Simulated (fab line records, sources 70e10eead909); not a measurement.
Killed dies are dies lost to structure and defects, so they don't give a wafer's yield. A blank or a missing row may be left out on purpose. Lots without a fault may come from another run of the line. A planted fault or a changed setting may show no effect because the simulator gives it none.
Chamber matching | flow nand_harc | NHARC_A_CONTACT_DESCUM_13 on rie_diel-07: 4 sister chambers
The step chemistry O2, time 3 s. 16 wafers are shown with their chamber, then 8 later ones without.

WAFERS WITH THEIR CHAMBER
wafer  | chamber | showerhead_plenum_p_Torr (Torr) | oes_product_au (a.u.) | throttle_valve_pct (%)
L599.4 | 3       | 1.82                            | 1.015                 | 11.313
L599.5 | 0       | 1.96                            | 0.995                 | 11.308
L599.6 | 1       | 2.01                            | 1.014                 | 11.302
L601.3 | 2       | 1.97                            | 0.997                 | 11.316
L601.5 | 1       | 2.01                            | 1.006                 | 11.313
L601.6 | 2       | 1.97                            | 1.000                 | 11.324
L604.1 | 0       | 1.96                            | 1.006                 | 11.302
L604.2 | 1       | 2.00                            | 0.997                 | 11.313
L604.6 | 0       | 1.96                            | 1.000                 | 11.309
L603.4 | 0       | 1.96                            | 1.011                 | 11.306
L603.5 | 3       | 1.81                            | 1.018                 | 11.329
L603.6 | 0       | 1.95                            | 1.001                 | 11.319
L606.1 | 2       | 1.97                            | 1.003                 | 11.319
L606.2 | 3       | 1.81                            | 1.010                 | 11.314
L606.4 | 0       | 1.95                            | 0.997                 | 11.305
L607.4 | 1       | 2.00                            | 1.011                 | 11.313

SIGNATURES (means of the wafers above)
reading                  | chamber 0 | chamber 1 | chamber 2 | chamber 3 | scatter within a chamber
showerhead_plenum_p_Torr | 1.9567    | 2.0050    | 1.9700    | 1.8133    | 0.005
oes_product_au           | 1.00167   | 1.00700   | 1.00000   | 1.01433   | 0.00572
throttle_valve_pct       | 11.30817  | 11.31025  | 11.31967  | 11.31867  | 0.00616
Rule: a wafer's distance from a chamber is the root of the sum, over the readings, of the square of ((its reading less the chamber's mean) divided by the reading's scatter). The wafer belongs to the nearest chamber; if the next one is less than 2 further off, it can't be placed. The scatter: the root of (the sum of the squares of (reading less its chamber's mean) over the shown wafers, divided by (wafers less chambers)).

WAFERS WITHOUT THEIR CHAMBER
wafer  | showerhead_plenum_p_Torr (Torr) | oes_product_au (a.u.) | throttle_valve_pct (%)
L607.5 | 1.95                            | 1.000                 | 11.311
L607.6 | 2.00                            | 0.996                 | 11.318
L614.4 | 1.97                            | 0.997                 | 11.313
L614.5 | 2.00                            | 0.999                 | 11.313
L614.6 | 1.95                            | 0.993                 | 11.308
L613.1 | 1.97                            | 0.999                 | 11.314
L613.3 | 1.81                            | 1.024                 | 11.315
L613.6 | 1.97                            | 1.003                 | 11.309

WHICH CHAMBER EACH WENT THROUGH
wafer  | from the rows above     | in truth
L607.5 | 0                       | 0
L607.6 | 1                       | 1
L614.4 | can't be placed: 2 or 0 | 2
L614.5 | 1                       | 1
L614.6 | 0                       | 0
L613.1 | can't be placed: 2 or 0 | 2
L613.3 | 3                       | 3
L613.6 | can't be placed: 2 or 0 | 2
Placed correctly: 5 of 8. Can't be placed from these rows: 3 (the true chamber is among the candidates in 3). Placed wrongly: 0.
